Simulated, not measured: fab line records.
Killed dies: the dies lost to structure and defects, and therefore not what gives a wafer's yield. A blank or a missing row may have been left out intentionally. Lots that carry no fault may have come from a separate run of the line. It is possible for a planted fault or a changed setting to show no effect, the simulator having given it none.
Matching of chambers ; flow nand_harc ; ald_metal-02 running NHARC_A_BLC_ALD_23: 4 sister chambers
The step deposits TiN, target thk 3 nm, pulse time 1 s, ald cycles 150. 4 wafers are shown with their chamber, then 9 later ones without.

== WAFERS, EACH WITH ITS CHAMBER ==
wafer;chamber;heater_power_w (W)
L085.1;3;1153
L082.2;2;1080
L082.3;0;1176
L082.4;1;965

== WAFERS WHOSE CHAMBER IS MISSING ==
wafer;heater_power_w (W)
L089.1;1150
L089.4;1064
L089.6;1146
L091.1;1166
L091.4;1129
L091.6;1103
L095.1;1196
L095.2;1174
L095.4;970

== EACH ONE'S CHAMBER ==
wafer;from the rows above;in truth
L089.1;can't be placed: 3 or 0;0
L089.4;2;2
L089.6;can't be placed: 3 or 0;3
L091.1;can't be placed: 0 or 3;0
L091.4;can't be placed: 3 or 0 or 2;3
L091.6;can't be placed: 2 or 3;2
L095.1;can't be placed: 0 or 3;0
L095.2;can't be placed: 0 or 3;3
L095.4;1;1
Correct placement for 2 of the 9. Unplaceable from these rows: 7, with the true chamber sitting among the candidates in 7. Placed wrongly: 0.
How it was worked out, from the rows above alone: a wafer's distance from a chamber is the root of the sum, over the readings, of the square of ((its reading less the chamber's mean) divided by the reading's scatter). The wafer belongs to the nearest chamber; if the next one is less than 2 further off, it can't be placed. Each chamber's mean is taken over the wafers shown for it. The scatter: with one shown wafer a chamber, the root of the mean of the squares of how far each hidden wafer lies from its nearest shown one.
